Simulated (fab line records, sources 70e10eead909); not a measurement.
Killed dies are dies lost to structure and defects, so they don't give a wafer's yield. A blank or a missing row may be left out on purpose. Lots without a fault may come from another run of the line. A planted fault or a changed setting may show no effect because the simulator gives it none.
fab line records | flow nand_harc
record lots=24 wafers=72 last_day=25
route steps=1159 shown P_ZERO_WELL@44 P_STI@84 P_GATE@145 P_CONTACT@218 P_M0@270
lots that met no fault: from a run of the same line without faults
start_h: hours from the record's first day to the start of the lot's first wafer shown | wait_h: hours since the lot's step before | " the same as in the row above | L1.1+2: a row that stands for several wafers | - no value, or no start given | * or withheld: withheld | < > ~ a bound
route shown NAME@n: a module of which the file shows steps, and the number in the route of the first | usual: mean/standard deviation of fault-free wafers | same: alike in all rows | chamber/n: place in a boat | sites: the reading at each site | _std_site: their standard deviation | _edge_site: outer sites' mean less inner sites' | radius_mm: how far each site lies from the wafer's centre | mask NAME#n: copy n | behind: the tool/chamber that last shaped the wafer | hold: why the lot was held/for how many hours/how that ended | device: the transistor (n, p or np) that didn't switch | end of line: the same wafers' tests at the end of the route | a step without rows: its recipe alone | killed: dies lost to structure and defects at the first sort, not the wafer's yield | map: a wafer's dies, x killed, . not, _ none there
set.NAME: the setting as run; set.NAME@STEP: as run at that earlier step | model.NAME: the simulator's own value behind a step, which no gauge read
steps of the route over a sample of lots; a table a step, a row a wafer
services: from which hour (start_h, from the record's first day; less than 0 if before it) a tool's chamber was out of use, for how many hours, and why
## steps
# step NHARC_P_ZERO_WELL_CD_MEAS_37
# recipe target_cd_nm=720 landing_energy_ev=500
# usual cd_nm=719.8/1.4
# columns lot.wafer tool chamber start_h wait_h cd_nm
L074.3 cd_sem-03 0 16.17 - 721.2
L074.5 " 0 " " 721.6
L074.6 " 0 " " 720.8
L075.2 cd_sem-02 0 22.18 - 722.0
L075.3 " 0 " " 719.8
L075.5 " 0 " " 720.8
L076.2 cd_sem-03 0 28.11 - 720.2
L076.5 " 0 " " 721.9
L076.6 " 0 " " 723.0
L077.2 cd_sem-03 0 33.99 - 720.4
L077.3 " 0 " " 722.0
L077.5 " 0 " " 721.9
L078.2 cd_sem-01 0 40.25 - 721.1
L078.3 " 0 " " 718.3
L078.6 " 0 " " 721.4
L079.1 cd_sem-03 0 46.02 - 717.6
L079.4 " 0 " " 718.8
L079.6 " 0 " " 718.6
L080.2 cd_sem-03 0 54.53 - 718.7
L080.4 " 0 " " 719.9
L080.5 " 0 " " 722.0
L081.1 cd_sem-01 0 58.18 - 720.2
L081.4 " 0 " " 720.4
L081.6 " 0 " " 720.9
L082.2 cd_sem-03 0 64.00 - 720.4
L082.3 " 0 " " 717.3
L082.4 " 0 " " 720.3
L083.1 cd_sem-03 0 70.23 - 718.7
L083.2 " 0 " " 719.6
L083.5 " 0 " " 719.4
L084.1 cd_sem-02 0 76.16 - 719.4
L084.2 " 0 " " 719.6
L084.4 " 0 " " 722.5
L085.1 cd_sem-01 0 82.11 - 721.1
L085.3 " 0 " " 720.7
L085.6 " 0 " " 719.3
L086.3 cd_sem-01 0 88.11 - 719.1
L086.5 " 0 " " 719.2
L086.6 " 0 " " 720.8
L087.1 cd_sem-02 0 94.51 - 719.0
L087.3 " 0 " " 720.0
L087.5 " 0 " " 718.7
L088.1 cd_sem-02 0 100.13 - 719.2
L088.2 " 0 " " 719.6
L088.4 " 0 " " 718.3
L089.2 cd_sem-01 0 106.18 - 717.4
L089.4 " 0 " " 719.0
L089.5 " 0 " " 719.3
L090.1 cd_sem-01 0 112.22 - 720.3
L090.4 " 0 " " 720.0
L090.6 " 0 " " 720.5
L091.1 cd_sem-02 0 117.99 - 718.9
L091.2 " 0 " " 718.5
L091.3 " 0 " " 718.7
L092.1 cd_sem-01 0 124.30 - 717.9
L092.3 " 0 " " 718.6
L092.4 " 0 " " 720.4
L093.1 cd_sem-02 0 130.11 - 718.1
L093.4 " 0 " " 720.9
L093.5 " 0 " " 720.7
L094.2 cd_sem-03 0 136.25 - 718.1
L094.4 " 0 " " 718.2
L094.6 " 0 " " 718.4
L095.2 cd_sem-02 0 142.26 - 717.7
L095.5 " 0 " " 719.3
L095.6 " 0 " " 718.6
L096.1 cd_sem-01 0 147.98 - 722.2
L096.5 " 0 " " 721.0
L096.6 " 0 " " 720.8
L097.1 cd_sem-03 0 154.21 - 718.4
L097.2 " 0 " " 720.2
L097.5 " 0 " " 719.2
# step NHARC_P_STI_OVL_MEAS_10
# usual overlay_x_nm=0/5.6 overlay_y_nm=1/4.6
# columns lot.wafer tool chamber start_h wait_h overlay_x_nm overlay_y_nm
L074.3 overlay-01 - 32.46 - 3 -5
L074.5 " - " " 3 -4
L074.6 " - " " 3 -4
L076.2 overlay-02 - 44.13 - -3 -4
L076.5 " - " " -3 -4
L076.6 " - " " -2 -3
L075.2 overlay-02 - 44.30 - 17 2
L075.3 " - " " 17 2
L075.5 " - " " 17 3
L077.2 overlay-01 - 53.54 - -2 -6
L077.3 " - " " -2 -6
L077.5 " - " " -1 -6
L078.2 overlay-02 - 58.92 - -1 6
L078.3 " - " " -1 6
L078.6 " - " " -2 5
L079.1 overlay-02 - 65.73 - 0 0
L079.4 " - " " 0 1
L079.6 " - " " 0 1
L081.1 overlay-01 - 74.07 - 1 -5
L081.4 " - " " 1 -5
L081.6 " - " " 2 -4
L080.2 overlay-02 - 74.23 - 1 3
L080.4 " - " " 1 3
L080.5 " - " " 1 3
L082.2 overlay-01 - 83.28 - -4 3
L082.3 " - " " -3 4
L082.4 " - " " -4 4
L083.1 overlay-02 - 89.60 - -8 -5
L083.2 " - " " -8 -5
L083.5 " - " " -9 -4
L084.1 overlay-01 - 96.05 - 2 12
L084.2 " - " " 2 11
L084.4 " - " " 1 12
L085.1 overlay-01 - 103.15 - -2 1
L085.3 " - " " -2 1
L085.6 " - " " -3 0
L086.3 overlay-02 - 110.79 - -5 -4
L086.5 " - " " -5 -4
L086.6 " - " " -5 -4
L087.1 overlay-01 - 110.82 - -1 0
L087.3 " - " " -2 0
L087.5 " - " " -2 0
L088.1 overlay-01 - 119.00 - 1 -3
L088.2 " - " " 1 -4
L088.4 " - " " 1 -3
L089.2 overlay-02 - 127.11 - 7 5
L089.4 " - " " 7 5
L089.5 " - " " 7 5
L090.1 overlay-01 - 130.98 - -1 2
L090.4 " - " " -1 2
L090.6 " - " " -1 2
L091.1 overlay-02 - 137.57 - 2 -4
L091.2 " - " " 2 -3
L091.3 " - " " 2 -3
L092.1 overlay-02 - 143.28 - -7 10
L092.3 " - " " -7 10
L092.4 " - " " -7 10
L093.1 overlay-02 - 149.70 - 1 -1
L093.4 " - " " 1 -1
L093.5 " - " " 1 -1
L094.2 overlay-01 - 155.72 - 9 6
L094.4 " - " " 9 6
L094.6 " - " " 9 5
L095.2 overlay-01 - 162.44 - 6 -2
L095.5 " - " " 6 -2
L095.6 " - " " 6 -2
L097.1 overlay-02 - 170.74 - -9 4
L097.2 " - " " -10 4
L097.5 " - " " -10 5
L096.1 overlay-01 - 170.90 - -1 0
L096.5 " - " " 0 0
L096.6 " - " " 0 -1
# step NHARC_P_GATE_ETCH_104
# recipe target_depth_a=600 time_s=withheld cf4_flow_sccm=100 chf3_flow_sccm=30 ar_flow_sccm=0 rf_w=500 bias_w=200 chemistry=CF4/CHF3
# usual drypump_motor_current_A=5.7/0.45 oes_product_au=0.942/0.021 rf_vpp_V=371.0/2.7 showerhead_plenum_p_Torr=1.59/0.075 throttle_valve_pct=16.802/0.01
# columns lot.wafer tool chamber start_h wait_h drypump_motor_current_A oes_product_au rf_vpp_V showerhead_plenum_p_Torr throttle_valve_pct
L074.3 rie_diel-10 3 83.52 0.1 5.3 0.923 372.3 1.65 16.804
L074.6 " 2 " " 6.1 0.944 372.4 1.67 16.791
L074.5 " 3 " " 5.3 0.924 373.7 1.65 16.803
L075.3 rie_diel-10 0 96.11 0.1 5.2 0.922 369.6 1.51 16.820
L075.2 " 2 " " 6.1 0.933 375.1 1.67 16.809
L075.5 " 3 " " 5.3 0.920 371.8 1.65 16.800
L076.2 rie_diel-04 0 96.61 0.1 5.7 0.926 374.1 1.65 16.812
L076.5 " 3 " " 5.3 0.916 373.6 1.66 16.807
L076.6 " 0 " " 5.7 0.927 372.7 1.65 16.807
L077.2 rie_diel-10 1 103.22 0.1 5.4 0.925 367.0 1.46 16.797
L077.3 " 3 " " 5.3 0.917 373.3 1.65 16.798
L077.5 " 2 " " 6.1 0.925 373.4 1.67 16.805
L078.3 rie_diel-04 1 123.66 0.1 5.7 0.977 370.9 1.58 16.809
L078.2 " 3 " " 5.3 0.966 374.7 1.66 16.787
L078.6 " 1 " " 5.6 0.981 372.3 1.58 16.796
L079.1 rie_diel-04 2 126.31 0.1 6.6 0.954 367.9 1.51 16.797
L079.4 " 3 " " 5.3 0.984 373.9 1.66 16.802
L079.6 " 2 " " 6.6 0.957 368.9 1.51 16.797
L081.1 rie_diel-04 1 134.65 0.1 5.7 0.992 371.3 1.58 16.796
L081.4 " 2 " " 6.6 0.970 370.0 1.51 16.803
L081.6 " 3 " " 5.3 0.964 372.5 1.66 16.805
L080.2 rie_diel-10 1 134.79 0.1 5.4 0.923 366.1 1.46 16.815
L080.4 " 2 " " 6.1 0.922 373.6 1.67 16.806
L080.5 " 2 " " 6.1 0.933 374.8 1.67 16.813
L082.2 rie_diel-10 3 140.93 0.1 5.3 0.955 373.8 1.65 16.801
L082.4 " 0 " " 5.2 0.955 367.7 1.51 16.809
L082.3 " 1 " " 5.4 0.977 366.3 1.46 16.798
L083.2 rie_diel-04 2 141.59 0.1 6.6 0.949 369.0 1.51 16.811
L083.1 " 3 " " 5.3 0.940 374.6 1.66 16.802
L083.5 " 0 " " 5.7 0.968 373.5 1.64 16.787
L084.2 rie_diel-10 2 151.78 0.1 6.1 0.927 373.0 1.67 16.819
L084.1 " 3 " " 5.3 0.923 373.2 1.64 16.787
L084.4 " 0 " " 5.2 0.920 370.1 1.50 16.791
L087.3 rie_diel-04 2 166.74 0.1 6.6 0.921 368.3 1.51 16.803
L087.1 " 0 " " 5.7 0.935 373.5 1.64 16.803
L087.5 " 2 " " 6.6 0.930 368.0 1.51 16.785
L085.3 rie_diel-04 2 167.13 0.3 6.6 0.940 368.5 1.51 16.787
L085.1 " 3 " " 5.3 0.938 373.6 1.66 16.793
L085.6 " 2 " " 6.5 0.924 367.8 1.51 16.803
L088.1 rie_diel-04 3 167.39 0.1 5.3 0.937 373.7 1.66 16.800
L088.2 " 0 " " 5.7 0.943 373.2 1.64 16.803
L088.4 " 1 " " 5.7 0.920 369.6 1.58 16.813
L086.3 rie_diel-10 3 167.49 0.1 5.3 0.952 372.8 1.64 16.796
L086.5 " 0 " " 5.2 0.964 368.6 1.50 16.799
L086.6 " 1 " " 5.4 0.975 365.5 1.45 16.812
L090.1 rie_diel-10 3 185.69 0.1 5.3 0.960 374.0 1.64 16.793
L090.4 " 3 " " 5.3 0.963 373.1 1.64 16.810
L090.6 " 1 " " 5.4 0.961 374.7 1.70 16.801
L089.4 rie_diel-01 1 185.84 0.1 6.0 0.929 372.5 1.64 16.800
L089.2 " 3 " " 5.0 0.924 367.4 1.48 16.788
L089.5 " 0 " " 5.6 0.920 369.2 1.52 16.812
L091.1 rie_diel-10 0 193.35 0.1 5.2 0.964 368.3 1.50 16.807
L091.3 " 1 " " 5.4 0.962 374.8 1.70 16.780
L091.2 " 2 " " 6.1 0.989 374.5 1.66 16.820
L092.4 rie_diel-04 2 196.91 0.1 6.6 0.925 366.9 1.51 16.808
L092.3 " 0 " " 5.7 0.924 372.3 1.64 16.810
L092.1 " 1 " " 5.6 0.921 371.8 1.58 16.803
L093.4 rie_diel-04 0 197.33 0.1 5.7 0.938 372.4 1.64 16.797
L093.1 " 1 " " 5.6 0.925 370.6 1.58 16.800
L093.5 " 3 " " 5.3 0.934 373.2 1.66 16.802
L094.2 rie_diel-04 2 209.36 0.1 6.6 0.923 367.6 1.51 16.800
L094.4 " 2 " " 6.6 0.922 367.3 1.51 16.784
L094.6 " 0 " " 5.7 0.921 373.1 1.64 16.816
L095.2 rie_diel-01 1 212.82 0.1 6.0 0.954 374.2 1.64 16.796
L095.6 " 3 " " 5.0 0.952 365.7 1.48 16.810
L095.5 " 0 " " 5.6 0.947 369.3 1.52 16.797
L097.2 rie_diel-04 2 220.37 0.1 6.6 0.916 367.8 1.51 16.814
L097.1 " 3 " " 5.3 0.921 373.0 1.66 16.811
L097.5 " 0 " " 5.7 0.920 373.6 1.64 16.801
L096.1 rie_diel-04 2 220.62 0.2 6.6 0.916 368.3 1.51 16.800
L096.6 " 0 " " 5.7 0.930 373.6 1.64 16.797
L096.5 " 2 " " 6.6 0.916 367.8 1.51 16.816
# step NHARC_P_CONTACT_DEP_00
# recipe target_thk_a=5000 temp_c=400 pressure_torr=6.5 rf_w=900 teos_flow_sccm=161.4 flow_sccm=2650 target_thk_nm=500 gas=O2 material=SiO2
# usual heater_power_w=586/80 throttle_valve_pct=16.2/0.43
# columns lot.wafer tool chamber start_h wait_h heater_power_w since_wet_clean_h throttle_valve_pct
L074.3 pecvd-04 0 - - 518 75 15.8
L074.6 " 0 " " 548 - 15.6
L074.5 " 2 " " 732 - 15.9
L075.2 pecvd-03 1 - - 551 164 16.4
L075.3 " 2 " " 502 164 16.9
L075.5 " 2 " " 368 - 17.1
L076.2 pecvd-01 2 - - 587 47 15.8
L076.5 " 2 " " 618 - 16.2
L076.6 " 0 " " 747 - 16.3
L077.2 pecvd-04 1 - - 609 95 16.6
L077.3 " 2 " " 626 95 15.9
L077.5 " 2 " " 647 - 15.8
L078.3 pecvd-04 0 - - 611 115 15.8
L078.2 " 2 " " 719 115 16.0
L078.6 " 1 " " 623 - 16.5
L079.1 pecvd-04 0 - - 547 118 15.7
L079.6 " 1 " " 699 - 16.7
L079.4 " 0 " " 589 - 15.8
L080.2 pecvd-03 1 - - 635 21 16.0
L080.4 " 2 " " 437 - 16.5
L080.5 " 0 " " 568 - 16.3
L081.1 pecvd-03 0 - - 505 23 16.2
L081.6 " 1 " " 646 - 16.4
L081.4 " 0 " " 537 - 16.4
L082.3 pecvd-03 0 - - 590 28 16.3
L082.2 " 1 " " 568 28 16.3
L082.4 " 2 " " 501 - 16.7
L083.2 pecvd-04 1 - - 630 133 16.7
L083.1 " 2 " " 632 133 16.1
L083.5 " 1 " " 669 - 16.6
L084.1 pecvd-01 0 - - 780 102 16.5
L084.2 " 2 " " 616 102 15.7
L084.4 " 2 " " 479 - 15.7
L087.1 pecvd-03 1 - - 609 53 16.2
L087.3 " 2 " " 445 53 16.8
L087.5 " 0 " " 535 - 16.3
L085.3 pecvd-04 0 - - 609 159 16.1
L085.1 " 1 " " 598 159 16.7
L085.6 " 1 " " 640 - 16.8
L088.2 pecvd-03 1 - - 615 54 16.1
L088.1 " 2 " " 481 54 17.0
L088.4 " 0 " " 455 - 16.2
L086.3 pecvd-04 2 - - 740 165 16.1
L086.5 " 0 " " 488 - 16.1
L086.6 " 2 " " 547 - 16.1
L090.1 pecvd-03 1 - - 610 72 15.9
L090.4 " 0 " " 601 - 15.9
L090.6 " 1 " " 659 - 16.1
L089.2 pecvd-03 1 - - 565 74 16.0
L089.4 " 2 " " 508 - 17.1
L089.5 " 0 " " 587 - 16.6
L091.2 pecvd-03 2 - - 453 80 16.8
L091.1 " 0 " " 600 80 16.1
L091.3 " 1 " " 617 80 16.2
L092.3 pecvd-03 1 - - 673 83 16.4
L092.1 " 0 " " 577 83 16.3
L092.4 " 0 " " 587 - 16.3
L093.1 pecvd-03 1 - - 673 84 15.9
L093.4 " 1 " " 529 - 16.3
L093.5 " 2 " " 422 - 16.9
L094.2 pecvd-01 0 - - 629 159 16.5
L094.6 " 2 " " 605 - 16.2
L094.4 " 1 " " 457 - 15.5
L095.2 pecvd-04 2 - - 688 23 15.8
L095.6 " 0 " " 639 - 15.8
L095.5 " 2 " " 686 - 16.0
L097.2 pecvd-04 2 - - 635 30 15.8
L097.1 " 0 " " 631 30 15.7
L097.5 " 1 " " 510 - 16.3
L096.1 pecvd-04 2 - - 637 31 15.7
L096.6 " 1 " " 631 - 16.3
L096.5 " 0 " " 610 - 15.6
# step NHARC_P_CONTACT_DEGAS_38
# recipe temp_c=300 time_s=60
# usual heater_power_w=436/39
# columns lot.wafer tool chamber start_h wait_h heater_power_w
L074.3 pvd_sputter-01 - 105.28 - 434
L074.5 " - " " 357
L074.6 " - " " 410
L075.3 pvd_sputter-02 - 118.04 - 439
L075.2 " - " " 482
L075.5 " - " " 448
L076.2 pvd_sputter-03 - 118.74 - 454
L076.5 " - " " 484
L076.6 " - " " 435
L077.3 pvd_sputter-03 - 125.23 - 462
L077.2 " - " " 501
L077.5 " - " " 478
L078.2 pvd_sputter-02 - 145.57 - 490
L078.3 " - " " 376
L078.6 " - " " 482
L079.1 pvd_sputter-02 - 147.99 - 400
L079.4 " - " " 455
L079.6 " - " " 449
L080.4 pvd_sputter-01 - 156.60 - 360
L080.2 " - " " 407
L080.5 " - " " 353
L081.1 pvd_sputter-02 - 158.91 - 397
L081.4 " - " " 446
L081.6 " - " " 403
L082.3 pvd_sputter-03 - 163.27 - 517
L082.2 " - " " 435
L082.4 " - " " 453
L083.1 pvd_sputter-02 - 163.53 - 402
L083.2 " - " " 478
L083.5 " - " " 443
L084.2 pvd_sputter-01 - 173.47 - 449
L084.4 " - " " 361
L084.1 " - " " 395
L087.3 pvd_sputter-03 - 188.74 - 447
L087.1 " - " " 483
L087.5 " - " " 499
L085.3 pvd_sputter-01 - 189.06 - 445
L085.1 " - " " 378
L085.6 " - " " 449
L088.2 pvd_sputter-02 - 189.45 - 393
L088.4 " - " " 487
L088.1 " - " " 402
L086.3 pvd_sputter-02 - 195.00 - 408
L086.5 " - " " 407
L086.6 " - " " 448
L090.1 pvd_sputter-01 - 207.24 - 434
L090.4 " - " " 402
L090.6 " - " " 440
L089.4 pvd_sputter-01 - 209.52 - 444
L089.2 " - " " 452
L089.5 " - " " 444
L091.3 pvd_sputter-03 - 215.53 - 503
L091.1 " - " " 477
L091.2 " - " " 451
L092.3 pvd_sputter-03 - 218.46 - 450
L092.4 " - " " 458
L092.1 " - " " 501
L093.4 pvd_sputter-01 - 219.32 - 443
L093.1 " - " " 371
L093.5 " - " " 413
L094.2 pvd_sputter-02 - 231.39 - 496
L094.4 " - " " 420
L094.6 " - " " 411
L095.2 pvd_sputter-03 - 235.13 - 498
L095.6 " - " " 471
L095.5 " - " " 447
L097.1 pvd_sputter-02 - 242.14 - 414
L097.2 " - " " 396
L097.5 " - " " 427
L096.1 pvd_sputter-03 - 242.88 - 449
L096.6 " - " " 453
L096.5 " - " " 449
# step NHARC_P_M0_STRIP_18
# recipe power_w=1000 n2_flow_sccm=150 h2_flow_sccm=150 ar_flow_sccm=0 bias_w=0 chemistry=N2/H2
# usual drypump_motor_current_A=6.0/0.36 oes_product_au=0.999/0.0074 rf_vpp_V=90.9/0.99 showerhead_plenum_p_Torr=2.07/0.1 throttle_valve_pct=14.171/0.0093
# columns lot.wafer tool chamber start_h wait_h drypump_motor_current_A oes_product_au rf_hours_counter_h rf_vpp_V showerhead_plenum_p_Torr throttle_valve_pct
L074.3 rie_diel-02 3 108.28 0.1 5.7 1.011 3.2 91.2 2.03 14.172
L074.6 " 3 " " 5.7 1.010 - 91.1 2.03 14.188
L074.5 " 0 " " 6.4 1.003 - 90.6 2.21 14.177
L075.2 rie_diel-11 0 126.63 0.1 5.7 0.992 5.0 89.7 1.97 14.174
L075.3 " 3 " " 6.4 0.995 4.8 89.8 2.07 14.169
L075.5 " 1 " " 5.5 0.999 - 91.0 2.17 14.161
L076.2 rie_diel-11 1 127.30 0.1 5.5 0.999 5.5 92.1 2.17 14.161
L076.6 " 1 " " 5.5 0.993 - 91.7 2.17 14.188
L076.5 " 2 " " 5.7 0.999 - 90.5 1.98 14.163
L077.3 rie_diel-11 0 128.34 0.1 5.7 0.996 5.1 90.6 1.97 14.175
L077.2 " 1 " " 5.5 0.993 5.6 92.3 2.17 14.177
L077.5 " 3 " " 6.4 0.986 - 90.6 2.07 14.183
L078.3 rie_diel-11 1 148.40 0.1 5.5 1.002 7.0 91.1 2.17 14.165
L078.2 " 2 " " 5.9 1.006 5.6 90.2 1.98 14.173
L078.6 " 1 " " 5.5 0.996 - 91.9 2.17 14.151
L079.4 rie_diel-08 3 150.89 0.1 6.2 0.985 1.7 91.4 2.21 14.167
L079.1 " 1 " " 6.3 0.994 1.7 92.8 2.19 14.171
L079.6 " 2 " " 5.6 1.011 - 89.3 1.93 14.170
L080.2 rie_diel-08 1 160.77 0.1 6.3 1.005 2.4 92.4 2.19 14.158
L080.4 " 2 " " 5.6 1.001 2.1 89.5 1.93 14.161
L080.5 " 1 " " 6.3 0.992 - 90.6 2.19 14.160
L081.4 rie_diel-11 0 165.61 0.1 5.7 0.990 7.9 90.5 1.97 14.179
L081.1 " 2 " " 5.9 1.005 6.7 90.5 1.98 14.185
L081.6 " 1 " " 5.5 0.998 - 92.7 2.17 14.163
L082.3 rie_diel-11 0 171.99 0.1 5.7 0.994 8.4 89.9 1.97 14.163
L082.4 " 1 " " 5.5 0.999 8.8 90.8 2.17 14.175
L082.2 " 3 " " 6.4 1.000 7.7 92.5 2.07 14.184
L083.1 rie_diel-08 1 172.38 0.1 6.3 0.991 3.3 90.2 2.19 14.166
L083.2 " 0 " " 5.7 0.986 3.4 90.5 1.93 14.174
L083.5 " 2 " " 5.6 1.010 - 89.7 1.93 14.171
L084.4 rie_diel-02 3 176.80 0.1 5.7 0.999 1.4 90.3 2.03 14.195
L084.1 " 0 " " 6.4 1.011 1.4 91.3 2.21 14.178
L084.2 " 1 " " 6.7 1.004 1.4 91.7 2.06 14.163
L087.3 rie_diel-02 1 191.73 0.1 6.7 1.003 2.6 90.2 2.06 14.171
L087.1 " 2 " " 6.2 0.998 2.5 91.7 2.12 14.174
L087.5 " 2 " " 6.2 0.993 - 90.8 2.12 14.174
L085.3 rie_diel-02 1 192.33 0.1 6.7 1.006 2.6 91.0 2.06 14.178
L085.1 " 2 " " 6.2 1.002 2.6 90.7 2.12 14.169
L085.6 " 1 " " 6.7 1.001 - 90.0 2.06 14.160
L088.2 rie_diel-08 1 195.72 0.1 6.3 0.994 4.6 92.1 2.19 14.171
L088.1 " 2 " " 5.6 1.011 3.9 90.0 1.93 14.166
L088.4 " 1 " " 6.3 0.988 - 91.4 2.19 14.171
L086.3 rie_diel-11 0 203.71 0.1 5.7 0.996 0.7 91.8 1.97 14.161
L086.5 " 2 " " 5.9 1.005 - 90.0 1.98 14.160
L086.6 " 3 " " 6.4 1.010 - 92.1 2.07 14.161
L090.4 rie_diel-08 0 214.84 0.1 5.7 0.999 5.4 90.2 1.93 14.157
L090.1 " 1 " " 6.3 0.986 5.5 92.7 2.19 14.156
L090.6 " 0 " " 5.7 0.986 - 90.2 1.93 14.177
L089.4 rie_diel-08 3 215.52 0.1 6.2 0.986 5.0 89.8 2.21 14.166
L089.2 " 1 " " 6.2 0.994 5.6 91.4 2.19 14.164
L089.5 " 3 " " 6.2 0.993 - 90.5 2.21 14.192
L091.2 rie_diel-08 0 222.50 0.1 5.7 0.996 6.0 90.0 1.93 14.162
L091.3 " 1 " " 6.3 1.001 6.1 91.7 2.19 14.171
L091.1 " 3 " " 6.2 0.995 5.7 92.5 2.21 14.173
L092.3 rie_diel-02 0 223.61 0.1 6.4 1.002 4.9 91.6 2.21 14.171
L092.1 " 1 " " 6.7 1.004 4.1 91.3 2.06 14.181
L092.4 " 2 " " 6.2 1.002 4.7 91.4 2.12 14.185
L093.4 rie_diel-11 0 223.98 0.1 5.7 0.990 1.5 90.6 1.97 14.173
L093.1 " 3 " " 6.4 1.005 1.5 90.0 2.07 14.174
L093.5 " 1 " " 5.5 0.985 - 92.9 2.17 14.183
L094.4 rie_diel-02 3 235.94 0.1 5.7 1.000 6.1 90.9 2.03 14.180
L094.2 " 1 " " 6.7 0.996 5.3 90.6 2.06 14.162
L094.6 " 3 " " 5.7 1.004 - 90.8 2.03 14.160
L095.2 rie_diel-08 1 237.99 0.1 6.3 1.000 8.2 91.4 2.18 14.169
L095.6 " 3 " " 6.2 0.991 - 91.3 2.21 14.178
L095.5 " 0 " " 5.7 1.003 - 91.9 1.93 14.174
L097.2 rie_diel-08 0 246.15 0.1 5.8 1.006 8.3 90.3 1.93 14.188
L097.1 " 1 " " 6.3 0.990 8.7 91.5 2.18 14.179
L097.5 " 2 " " 5.6 1.006 - 90.4 1.92 14.157
L096.1 rie_diel-11 2 246.27 0.1 5.8 0.997 3.5 89.5 1.98 14.161
L096.6 " 1 " " 5.5 0.998 - 90.5 2.17 14.179
L096.5 " 2 " " 5.8 1.002 - 91.1 1.98 14.156
## services
# columns tool chamber start_h hours kind
pvd_sputter-03 - 60.20 4.3 repair
rie_diel-02 2 61.62 4.4 repair
rie_diel-04 2 83.07 9.1 repair
rie_diel-11 2 91.44 12.8 repair
pecvd-01 2 92.92 4.8 repair
pvd_sputter-01 - 98.71 6.3 repair
pvd_sputter-03 - 102.00 10.0 pm
pecvd-04 - 109.44 1.2 repair
rie_diel-04 - 111.90 9.0 pm
pecvd-03 - 119.46 13.0 pm
rie_diel-08 - 124.84 9.0 pm
rie_diel-02 - 150.70 9.0 pm
pvd_sputter-01 - 158.01 10.0 pm
rie_diel-10 - 176.50 9.0 pm
rie_diel-11 1 177.06 3.2 repair
rie_diel-08 0 189.05 6.7 repair
rie_diel-11 - 189.50 9.0 pm
pecvd-04 - 195.82 13.0 pm
rie_diel-08 1 197.49 1.6 repair
rie_diel-11 1 199.61 6.7 repair
rie_diel-02 1 202.69 7.0 repair
rie_diel-04 1 206.97 14.9 repair
pvd_sputter-02 - 214.00 10.0 pm
pvd_sputter-02 - 226.61 1.8 repair
## key
fault none
